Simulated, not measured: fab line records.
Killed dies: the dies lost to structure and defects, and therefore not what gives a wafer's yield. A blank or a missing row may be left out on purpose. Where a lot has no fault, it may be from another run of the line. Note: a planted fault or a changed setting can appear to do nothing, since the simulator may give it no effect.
A struck lot beside a sound one	flow n5 finfet	15 out of 1938 route steps
Sound: wafers L111.3, L111.4. The struck wafers were L103.1, L103.5, L103.6. At the end, the cause is stated.
Each step with rows lists, per side, the tool, then ch with its chambers, then its first start. Under that, the readings that differ: sound wafers	struck wafers	difference of the means	sigmas: that difference in standard deviations of wafers without a fault.
alike: same words and numbers on both sides, and readings whose means sit less than 2 such deviations apart. not compared: any withheld reading, any reading some wafer has no value for, any bound like >300 that may hide the same value, and any number with overlapping values for which the record gives no deviation.
Wherever a step has rows on one side only, a row that says differs or no value, or a row with sigmas, the two part there. When numbers do not overlap yet have no deviation, they are printed without sigmas and do not part them. A reading that every wafer of one side lacks parts them only if that side has two wafers or more.

N5_HKMG_FIN_INSPECT_61: inspects for defects (macro).
  sound on defect inspect-02, day 7 20:13; struck on defect inspect-02, day 5 18:04
  alike: raw defect count
then, 1 step without rows for these wafers: N5_HKMG_FIN_DESCUM_53 (chemistry O2, time 7.9 s).
N5_HKMG_FIN_ETCH_54: etches SiARC in CF4, target depth 45.5 nm, time 75.8 s.
  sound on rie diel-05 ch 1,2, day 7 20:38; struck on rie diel-01 ch 2,3, day 5 18:08
  alike: bias w, drypump motor current A, etch rf on time s, oes product au, rf fwd power W, rf vpp V, showerhead plenum p Torr, throttle valve pct
  not compared: rf hours counter h
N5_HKMG_FIN_ETCH_55: etches SOC in N2/H2, target depth 240 nm, time 300 s.
  sound on rie diel-05 ch 1,2, day 7 20:41; struck on rie diel-01 ch 2,3, day 5 18:11
  alike: bias w, drypump motor current A, oes product au, rf fwd power W, rf vpp V, showerhead plenum p Torr, throttle valve pct
  not compared: rf hours counter h
then, 1 step without rows for these wafers: N5_HKMG_FIN_STRIP_56 (strips in N2/H2).
N5_HKMG_FIN_STRIP_57: strips in CF4.
  sound on rie diel-05 ch 1,2, day 7 20:53; struck on rie diel-01 ch 2,3, day 5 18:23
  alike: drypump motor current A, oes product au, rf vpp V, showerhead plenum p Torr, throttle valve pct
  not compared: rf fwd power W, rf hours counter h
N5_HKMG_FIN_ETCH_58: etches SOC in N2/H2, target depth 215.8 nm, time 741 s.
  sound on rie diel-05 ch 1,2, day 7 20:54; struck on rie diel-01 ch 2,3, day 5 18:24
  alike: bias w, drypump motor current A, oes product au, rf fwd power W, rf vpp V, showerhead plenum p Torr, throttle valve pct
  not compared: rf hours counter h
then, 2 steps without rows for these wafers: N5_HKMG_FIN_STRIP_93 (strips SOC in N2/H2, time 20 s); N5_HKMG_FIN_WET_ETCH_76 (etches Al2O3 in dNH4OH, stops on La2O3, target depth 2.25 nm, rinse time 30 s).
N5_HKMG_FIN_STRIP_60: strips in N2/H2, time 360 s.
  sound on plasma asher-01 ch 0,1, day 7 21:36; struck on plasma asher-02 ch 0,1, day 5 18:58
  alike: drypump motor current A, heater power w
  not compared: rf hours counter h
then, 2 steps without rows for these wafers: N5_HKMG_FIN_WET_ETCH_77 (etches La2O3 in dHCl, stops on HfO2, target depth 2 nm); N5_HKMG_FIN_WET_ETCH_78 (etches Al2O3 in dNH4OH, stops on La2O3, target depth 4.5 nm, rinse time 30 s).
N5_HKMG_FIN_ALD_79: deposits TiN, target thk 1.5 nm, pulse time 1 s, purge time 3 s.
  sound on ald metal-01 ch 0, day 7 21:58; struck on ald metal-03 ch 0,2,3, day 5 19:28
  no value came back on the struck wafers for any of 5 readings (ald cycles, chamber pressure Torr (Torr) and others); on the sound wafers ald cycles reads 68 68
then, 1 step without rows for these wafers: N5_HKMG_FIN_CVD_62 (deposits a-Si from Si2H6, target thk 3 nm, time 20.8 s).
-- the record jumps here: 11 days lie between the struck wafers' starts before and after (it left off in module HKMG_FIN and takes up again in module PASSIVATION, whose first step shown is number 1936 of the route) --
N5_PASSIVATION_PROBE_49:
  record: rows for the struck wafers here (prober-01, day 16 17:59), none for the sound ones

== WHERE THEY PART ==
Last at N5_PASSIVATION_PROBE_49 as far as this record goes, first at N5_HKMG_FIN_ALD_79.

WHY: what had been put in by the simulator
Step skipped in full: ald metal-03, at N5_HKMG_FIN_ALD_79, from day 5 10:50 onward. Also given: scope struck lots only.
